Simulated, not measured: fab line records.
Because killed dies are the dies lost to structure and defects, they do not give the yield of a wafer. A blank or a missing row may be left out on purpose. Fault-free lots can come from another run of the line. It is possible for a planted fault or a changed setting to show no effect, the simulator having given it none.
The tool behind it: which one? ; flow n5 finfet ; Sampling: 9 lots, 27 wafers, 6 of 1938 route steps

WHAT EACH GAUGE READ, for each wafer
N5_MOL_CONTACT_COAG_THK_MEAS_53.
lot;measured;on;VIA_MOL_THK (nm)
L581;day 5 17:56;film metro-02;44.0 43.7 43.9
L582;day 6 01:14;film metro-02;43.5 43.5 44.7
L583;day 6 10:57;film metro-02;44.1 43.4 44.3
L586;day 7 03:17;film metro-01;34.8 43.7 44.8
L596;day 9 13:46;film metro-01;44.2 44.8 44.3
L597;day 9 20:37;film metro-01;44.7 44.1 45.0
L600;day 10 12:12;film metro-02;43.1 44.2 45.0
L601;day 11 00:43;film metro-02;43.2 44.2 44.6
L602;day 11 10:33;film metro-02;43.4 44.0 44.5

N5_BEOL_M4_RC_MEAS_101.
lot;measured;on;DIBL_N (mV/V);DIBL_P (mV/V);IOFF_N (nA/um);IOFF_P (nA/um);ION_N (uA/um);ION_P (uA/um);SS_N (mV/dec);SS_P (mV/dec);VT_N (mV);VT_P (mV)
L581;day 8 11:07;prober-01;38.6 34.7 34.8;38.5 32.9 34.2;0.217 0.139 0.144;0.30 0.21 0.22;674 671 673;468 463 460;72.4 71.0 71.6;74.4 72.9 73.5;248 251 251;-244 -249 -248
L582;day 8 13:11;prober-02;34.3 34.6 33.5;36.0 34.9 35.0;0.149 0.144 0.146;0.18 0.17 0.17;676 664 670;457 455 459;70.9 71.6 70.7;72.8 72.0 73.0;252 254 251;-255 -253 -252
L583;day 8 23:14;prober-01;35.8 36.4 36.6;36.2 37.6 37.3;0.162 0.186 0.188;0.18 0.19 0.19;676 688 673;452 469 453;71.3 71.3 72.3;73.1 73.7 73.8;253 246 251;-258 -252 -253
L586;day 9 17:50;prober-02;36.0 35.9 35.6;36.9 36.5 35.6;0.162 0.157 0.153;0.21 0.20 0.20;676 682 674;465 459 462;72.1 71.7 71.3;73.2 72.6 73.1;247 248 248;-251 -250 -250
L596;day 12 15:07;prober-01;34.7 33.4 35.4;33.2 31.7 35.0;0.143 0.122 0.164;0.19 0.17 0.21;674 666 676;463 462 469;72.2 71.8 72.1;73.0 73.3 73.5;252 254 252;-249 -251 -249
L597;day 12 16:40;prober-02;39.0 38.2 37.7;38.9 37.8 37.7;0.201 0.196 0.175;0.28 0.27 0.26;685 691 677;474 479 472;71.8 72.4 71.4;74.3 74.4 74.6;246 248 248;-246 -244 -244
L600;day 12 22:13;prober-02;35.3 37.8 35.5;35.0 38.1 35.2;0.137 0.182 0.137;0.18 0.22 0.18;679 689 678;464 468 466;70.7 71.5 71.0;72.9 73.6 73.5;254 249 250;-252 -249 -253
L601;day 13 20:10;prober-01;34.3 36.4 35.3;34.6 36.6 35.2;0.123 0.150 0.124;0.18 0.20 0.17;663 673 667;458 464 456;71.2 71.5 71.2;72.0 73.5 72.7;253 250 253;-252 -250 -251
L602;day 14 06:29;prober-02;34.8 33.8 35.4;33.5 32.4 34.7;0.121 0.104 0.132;0.19 0.17 0.20;674 653 668;459 457 467;70.5 70.8 71.3;73.0 72.3 73.0;254 259 252;-252 -253 -249

EACH LOT AND THE TOOL THAT RAN IT (in order: tool; ch and the chambers of the sampled wafers; start)
lot;N5_MOL_CONTACT_COAG_ETCH_59;N5_MOL_CONTACT_COAG_TI_SIL_19;N5_MOL_CONTACT_COAG_ALD_123;N5_MOL_CONTACT_COAG_PECVD_31
L581;rie diel-05 ch 0,1,2, day 5 03:37;pvd sputter-01, day 5 04:57;ald sin-04 ch 1,2,3, day 5 13:52;pecvd-03 ch 0,1, day 5 14:22
L582;rie diel-01 ch 1,3, day 5 09:38;pvd sputter-01, day 5 10:31;ald sin-04 ch 0,3, day 5 21:10;pecvd-02 ch 0,1,2, day 5 21:41
L583;rie diel-05 ch 0,3, day 5 20:53;pvd sputter-01, day 5 23:01;ald sin-01 ch 1,2,3, day 6 06:53;pecvd-02 ch 1,2, day 6 07:23
L586;rie diel-05 ch 0,2,3, day 6 13:24;pvd sputter-03, day 6 14:19;ald sin-03 ch 0,1,2, day 6 22:46;pecvd-02 ch 0,1,2, day 6 23:16
L596;rie diel-06 ch 0,2,3, day 9 00:42;pvd sputter-01, day 9 03:23;ald sin-03 ch 2,3, day 9 09:40;pecvd-03 ch 0,1,2, day 9 10:10
L597;rie diel-01 ch 0,1,3, day 9 05:47;pvd sputter-03, day 9 07:17;ald sin-03 ch 1,2, day 9 14:56;pecvd-03 ch 1,2, day 9 15:27
L600;rie diel-05 ch 0,1, day 9 22:28;pvd sputter-03, day 10 00:54;ald sin-04 ch 0,2,3, day 10 08:16;pecvd-02 ch 0,1, day 10 08:46
L601;rie diel-01 ch 0,2,3, day 10 13:06;pvd sputter-03, day 10 14:05;ald sin-03 ch 1,2,3, day 10 20:23;pecvd-04 ch 0,1,2, day 10 20:53
L602;rie diel-06 ch 0,1,2, day 10 15:44;pvd sputter-03, day 10 20:04;ald sin-04 ch 0,1,3, day 11 05:13;pecvd-04 ch 0,1, day 11 05:43
- N5_MOL_CONTACT_COAG_ETCH_59: etches underlayer in N2/H2, target depth 13 nm, time 10.4 s.
- N5_MOL_CONTACT_COAG_TI_SIL_19: material Ti, target thk 4.2 nm, time 15 s.
- N5_MOL_CONTACT_COAG_ALD_123: deposits SiNx, target thk 5 nm, pulse time 1 s, purge time 2 s.
- N5_MOL_CONTACT_COAG_PECVD_31: deposits SiO2 from TEOS/O2, target thk 46 nm, time 8.9 s.

WHAT THE TOOLS THEMSELVES READ (means of the sampled wafers that have a number; where no wafer has one, the mark that the record gives instead)
N5_MOL_CONTACT_COAG_ETCH_59.
lot;tool;chamber pressure mTorr (mTorr);drypump motor current A (A);etch rf on time s (s);oes product au (a.u.);rf fwd power W (W);rf vpp V (V);showerhead plenum p Torr (Torr);throttle valve pct (%)
L581;rie diel-05;30.00;5.8;10.40;0.71;819.6;524.1;2.52;17.82
L582;rie diel-01;30.00;5.5;10.42;0.64;817.7;522.6;2.50;17.80
L583;rie diel-05;30.04;5.1;10.37;0.80;817.6;525.9;2.64;17.52
L586;rie diel-05;30.00;5.4;10.21;0.76;820.1;524.5;2.56;17.68
L596;rie diel-06;30.01;5.4;10.36;0.64;819.4;525.2;2.60;18.05
L597;rie diel-01;30.02;5.8;10.43;0.62;819.3;523.2;2.49;17.96
L600;rie diel-05;29.99;5.7;10.38;0.74;820.6;523.7;2.51;17.57
L601;rie diel-01;30.04;5.6;10.40;0.64;815.8;522.4;2.47;17.91
L602;rie diel-06;29.99;5.6;10.25;0.68;820.5;526.1;2.62;17.98

N5_MOL_CONTACT_COAG_TI_SIL_19.
lot;tool;throttle valve pct (%)
L581;pvd sputter-01;30.0
L582;pvd sputter-01;30.2
L583;pvd sputter-01;30.0
L586;pvd sputter-03;29.3
L596;pvd sputter-01;29.8
L597;pvd sputter-03;29.6
L600;pvd sputter-03;29.9
L601;pvd sputter-03;29.7
L602;pvd sputter-03;29.4

N5_MOL_CONTACT_COAG_ALD_123.
lot;tool;heater power w (W);precursor pulse height rel
L581;ald sin-04;883;1.023
L582;ald sin-04;927;1.017
L583;ald sin-01;860;0.982
L586;ald sin-03;867;1.003
L596;ald sin-03;838;1.001
L597;ald sin-03;824;1.014
L600;ald sin-04;887;1.000
L601;ald sin-03;886;1.008
L602;ald sin-04;896;1.003

N5_MOL_CONTACT_COAG_PECVD_31.
lot;tool;susceptor temp C (C)
L581;pecvd-03;400.04
L582;pecvd-02;400.04
L583;pecvd-02;399.86
L586;pecvd-02;410.16
L596;pecvd-03;399.85
L597;pecvd-03;399.89
L600;pecvd-02;399.79
L601;pecvd-04;399.96
L602;pecvd-04;400.08

THE ANSWER, worked out from the rows above alone
Rule: what is usual is taken from the lots themselves. The widest of any qualifying gaps counts: lots, ordered by their means at a reading, are off when they make up no more than a third of the lots, leave a main group of 4 or more, and stand apart from it by 3 or more times the standard deviation of that group's means. The tables above print the reading to a certain number of digits; a main group whose means all agree to those digits is not used. Also off: a lot with no number at a reading for which 4 or more lots have one. Any other lot the step has rows for is counted as sound. Order of review: gauges by route order, followed by the tools' own readings, for which a lot's mean as printed above is used. The first step at which some lot is off is used, and at that step the reading that is off furthest; a lot without a number counts as furthest.
Off: at N5_MOL_CONTACT_COAG_THK_MEAS_53 (VIA_MOL_THK), L586. Mean 44.1 nm and standard deviation 0.25 in the main group.
A tool fits if, at a process step before that reading, it ran every lot that is off, and no sound lot after the first of them. The gauges at N5_MOL_CONTACT_COAG_THK_MEAS_53 aren't tried: what is off there is off at N5_MOL_CONTACT_COAG_ETCH_59 too, on other tools, and a gauge's error can't cause that. None of those tried fits.

WHAT THE SIMULATOR HAD INSERTED
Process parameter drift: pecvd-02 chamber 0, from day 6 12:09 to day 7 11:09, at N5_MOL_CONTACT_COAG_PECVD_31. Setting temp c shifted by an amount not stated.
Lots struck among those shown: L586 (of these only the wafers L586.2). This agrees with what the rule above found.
